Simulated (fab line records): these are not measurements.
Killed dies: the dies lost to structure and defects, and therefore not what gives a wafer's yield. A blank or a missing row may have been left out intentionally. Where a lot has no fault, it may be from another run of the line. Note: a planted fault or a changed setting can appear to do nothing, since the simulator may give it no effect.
Chamber matching ; flow n5_finfet ; N5_BEOL_M4_ILD_DEP_00 on pecvd-01: 3 sister chambers
The step deposits SiOC from DEMS/O2, target thk 79 nm, time 15.3 s. 18 wafers are shown with their chamber, then 9 later ones without.

== WAFERS, EACH WITH ITS CHAMBER ==
wafer;chamber;showerhead_vpp_V (V);throttle_valve_pct (%);heater_power_w (W)
L074.2;2;1422;11.7;512
L074.3;0;1336;12.2;467
L074.6;1;1373;11.3;394
L079.1;2;1420;11.9;505
L079.2;1;1348;11.6;470
L079.5;2;1389;12.0;493
L080.1;1;1329;11.7;444
L080.4;0;1327;11.8;504
L080.5;1;1371;11.3;450
L081.3;2;1392;12.1;548
L081.4;2;1404;12.0;542
L081.6;0;1327;12.0;478
L082.1;1;1365;11.1;393
L082.2;0;1331;12.0;474
L082.4;1;1315;11.5;389
L085.3;0;1315;12.1;458
L085.5;0;1302;12.2;467
L085.6;1;1346;11.3;456

SIGNATURES, as means of the wafers listed above
reading;chamber 0;chamber 1;chamber 2;scatter within a chamber
showerhead_vpp_V;1323.00;1349.57;1405.40;17.5
throttle_valve_pct;12.050;11.400;11.940;0.176
heater_power_w;474.67;428.00;520.00;26.8
Rule: for a wafer and a chamber, the distance is found by dividing, reading by reading, the gap between the wafer's reading and the chamber's mean by the reading's scatter, squaring, summing and taking the root. If the next closest chamber is less than 2 further off than the closest, the wafer can't be placed; otherwise it belongs to the closest. The scatter is the square root of a quotient: the sum, over the shown wafers, of each reading's squared deviation from its chamber's mean, divided by wafers minus chambers.

== WAFERS WHOSE CHAMBER IS MISSING ==
wafer;showerhead_vpp_V (V);throttle_valve_pct (%);heater_power_w (W)
L087.3;1350;11.5;369
L087.4;1299;12.0;465
L087.5;1350;11.4;378
L089.2;1328;12.3;443
L089.4;1334;12.1;457
L089.5;1315;12.0;445
L090.1;1359;11.7;397
L090.3;1382;12.1;550
L090.5;1331;12.1;505

== CHAMBER TAKEN BY EACH ==
wafer;from the rows above;in truth
L087.3;1;1
L087.4;0;0
L087.5;1;1
L089.2;0;0
L089.4;0;0
L089.5;0;0
L090.1;can't be placed: 1 or 0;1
L090.3;2;2
L090.5;0;0
Placed correctly: 8 of 9. Cannot be placed on the basis of these rows: 1; the candidates contain the true chamber in 1. Number placed wrongly: 0.
